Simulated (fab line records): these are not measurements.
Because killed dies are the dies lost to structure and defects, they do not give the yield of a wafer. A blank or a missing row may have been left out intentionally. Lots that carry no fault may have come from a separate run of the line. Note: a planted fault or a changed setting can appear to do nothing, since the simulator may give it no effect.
Chamber matching :: flow n5_finfet :: N5_BEOL_M8_CURE_75 on uv_cure-01 has 3 sister chambers
The step cures SiCOH lowk, time 120 s. 6 wafers are shown with their chamber, then 9 later ones without.

== WAFERS WITH THEIR CHAMBER ==
wafer: L083.3
chamber: 1
wafer_temp_C_max: 372.1
lamp_power_pct (%): 52.33

wafer: L083.4
chamber: 1
wafer_temp_C_max: 371.6
lamp_power_pct (%): 52.29

wafer: L082.5
chamber: 2
wafer_temp_C_max: 371.9
lamp_power_pct (%): 52.40

wafer: L082.6
chamber: 2
wafer_temp_C_max: 371.3
lamp_power_pct (%): 52.26

wafer: L086.3
chamber: 0
wafer_temp_C_max: 372.8
lamp_power_pct (%): 52.29

wafer: L086.4
chamber: 0
wafer_temp_C_max: 372.9
lamp_power_pct (%): 52.23

== WAFERS WITH NO CHAMBER GIVEN ==
wafer: L088.3
wafer_temp_C_max: 371.8
lamp_power_pct (%): 52.25

wafer: L088.4
wafer_temp_C_max: 371.7
lamp_power_pct (%): 52.33

wafer: L088.5
wafer_temp_C_max: 371.2
lamp_power_pct (%): 52.33

wafer: L089.2
wafer_temp_C_max: 373.4
lamp_power_pct (%): 52.36

wafer: L089.4
wafer_temp_C_max: 371.8
lamp_power_pct (%): 52.31

wafer: L089.5
wafer_temp_C_max: 371.8
lamp_power_pct (%): 52.37

wafer: L092.2
wafer_temp_C_max: 372.2
lamp_power_pct (%): 52.36

wafer: L092.3
wafer_temp_C_max: 371.9
lamp_power_pct (%): 52.25

wafer: L092.4
wafer_temp_C_max: 371.5
lamp_power_pct (%): 52.23

== WHICH CHAMBER EACH ONE RAN IN ==
wafer: L088.3
from the rows above: can't be placed: 1 or 2
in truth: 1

wafer: L088.4
from the rows above: can't be placed: 2 or 1
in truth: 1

wafer: L088.5
from the rows above: can't be placed: 2 or 1
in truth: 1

wafer: L089.2
from the rows above: 0
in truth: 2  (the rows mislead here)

wafer: L089.4
from the rows above: can't be placed: 1 or 2
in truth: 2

wafer: L089.5
from the rows above: can't be placed: 2 or 1
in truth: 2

wafer: L092.2
from the rows above: can't be placed: 1 or 2 or 0
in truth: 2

wafer: L092.3
from the rows above: can't be placed: 1 or 2
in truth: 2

wafer: L092.4
from the rows above: can't be placed: 2 or 1
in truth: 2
Correctly placed: 0 of 9. Not placeable from these rows: 8 (in 8, the candidates include the true chamber). Placed wrongly: 1.
How it was worked out, from the rows above alone: a wafer's distance from a chamber is the root of the sum, over the readings, of the square of ((its reading less the chamber's mean) divided by the reading's scatter). If the next closest chamber is less than 2 further off than the closest, the wafer can't be placed; otherwise it belongs to the closest. Each chamber's mean is taken over the wafers shown for it. How the scatter is found: for the shown wafers, subtract from each reading the mean of its chamber, square and add these, divide the total by (wafers less chambers), then take the root.
